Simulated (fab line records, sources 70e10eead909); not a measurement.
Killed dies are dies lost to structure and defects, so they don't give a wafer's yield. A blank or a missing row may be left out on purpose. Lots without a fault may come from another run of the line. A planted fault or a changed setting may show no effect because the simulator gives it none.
A struck lot beside a sound one | flow nand_harc | 24 steps out of a route of 1302
Sound: wafers L615.1, L615.2, L615.4. Struck: wafers L625.3, L625.4, L625.6. The cause comes at the end.
At each step with rows: each side's tool, then ch and its chambers, then its first start. Under that, the readings that differ: sound wafers | struck wafers | difference of the means | sigmas: that difference in standard deviations of wafers without a fault.
alike: readings whose means differ by less than 2 such deviations, and words and numbers that are the same on both sides. not compared: withheld readings, readings that some wafer has no value for, bounds like >300 that may hide the same value, and numbers for which the record gives no deviation and whose values overlap.
The two part at a step that has a row with sigmas, a row that says differs or no value, or rows on one side only. Numbers that don't overlap but have no deviation are shown without sigmas and don't part them. A reading that every wafer of one side lacks parts them only if that side has two wafers or more.

first, 1 step without rows for these wafers: NHARC_A_WL_FILL_SRD_14.
NHARC_A_WL_FILL_ALD_19: deposits TiN, target thk 2 nm, pulse time 3 s, ald cycles 100.
  sound on ald_metal-01 ch 0,2,3, day 21 21:12; struck on ald_metal-03 ch 0,1,2, day 25 14:46
  alike: heater_power_w, precursor_pulse_height_rel
then, 1 step without rows for these wafers: NHARC_A_WL_FILL_CVD_20 (deposits W, target thk 100 nm, time 74 s).
NHARC_A_WL_FILL_CMP_12: polishes, t overpolish 30 s, target thk 100 nm.
  sound on cmp-01 ch 0,2,3, day 21 21:43; struck on cmp-01 ch 0,2,3, day 25 15:07
  alike: motor_current_A, overpolish_run_s, retaining_ring_pressure_frac, slurry_flow_ml_min, time_to_endpoint_s
then, 1 step without rows for these wafers: NHARC_A_WL_FILL_SRD_31.
NHARC_A_WL_FILL_INSPECT_15:
  sound on defect_inspect-02, day 21 22:11; struck on defect_inspect-02, day 25 15:34
  alike: raw_defect_count
NHARC_A_CONTACT_DEP_24: deposits SiO2, target thk 500 nm.
  sound on pecvd-03 ch 0,2, day 21 22:29; struck on pecvd-01 ch 1,2, day 25 15:41
  reading                | sound          | struck         | difference | sigmas
  throttle_valve_pct (%) | 16.6 16.4 16.0 | 14.7 15.2 14.9 | -1.4       | -3
  alike: flow_sccm, heater_power_w
NHARC_A_CONTACT_DEP_28: deposits aC, target thk 7000 nm.
  sound on acl_dep-03 ch 0, day 21 23:43; struck on acl_dep-01 ch 0, day 25 19:16
  alike: throttle_valve_pct
NHARC_A_CONTACT_DEP_29: deposits SiON, target thk 100 nm.
  sound on pecvd-02 ch 0,1,2, day 22 04:02; struck on pecvd-01 ch 0,2, day 25 22:08
  alike: heater_power_w
then, 10 steps without rows for these wafers: NHARC_A_CONTACT_DEHYDRATE_32 (time 120 s); NHARC_A_CONTACT_HMDS_33 (time 30 s); NHARC_A_CONTACT_COAT_34 (time 75 s); NHARC_A_CONTACT_COAT_35 (time 65 s); NHARC_A_CONTACT_COAT_36 (resist thk 90 nm); NHARC_A_CONTACT_SOFTBAKE_37 (time 55 s); NHARC_A_CONTACT_EBR_38; NHARC_A_CONTACT_EXPOSE_39 (exposes mask A CC 3); NHARC_A_CONTACT_PEB_40 (peb time 65 s); NHARC_A_CONTACT_DEVELOP_41 (develop time 35 s).
NHARC_A_CONTACT_CD_MEAS_42: target cd 300 nm.
  sound on cd_sem-01 ch 0, day 22 04:46; struck on cd_sem-01 ch 0, day 25 22:50
  alike: cd_nm
NHARC_A_CONTACT_OVL_MEAS_43:
  sound on overlay-01, day 22 04:52; struck on overlay-01, day 25 22:55
  alike: overlay_x_nm, overlay_y_nm
NHARC_A_CONTACT_INSPECT_44:
  sound on defect_inspect-02, day 22 04:53; struck on defect_inspect-02, day 25 22:58
  reading          | sound    | struck      | difference | sigmas
  raw_defect_count | 16 25 11 | 732 775 781 | +745       | +19
NHARC_A_CONTACT_DESCUM_47: chemistry O2, time 3 s.
  sound on rie_diel-08 ch 0,1,2, day 22 04:57; struck on rie_diel-08 ch 1,3, day 25 23:02
  alike: drypump_motor_current_A, oes_product_au, rf_vpp_V, showerhead_plenum_p_Torr, throttle_valve_pct
  not compared: rf_hours_counter_h
-- the record jumps here: 3 days lie between the struck wafers' starts before and after (it left off in module A_CONTACT and takes up again in module END, whose first step shown is number 1302 of the route) --
NHARC_END_SORT_01:
  the record has rows for the struck wafers here (prober-01 ch 0, day 28 21:43) and none for the sound ones

WHERE THEY PART
First at NHARC_A_CONTACT_DEP_24; last, within this record, at NHARC_END_SORT_01.

WHY: what the simulator had put in
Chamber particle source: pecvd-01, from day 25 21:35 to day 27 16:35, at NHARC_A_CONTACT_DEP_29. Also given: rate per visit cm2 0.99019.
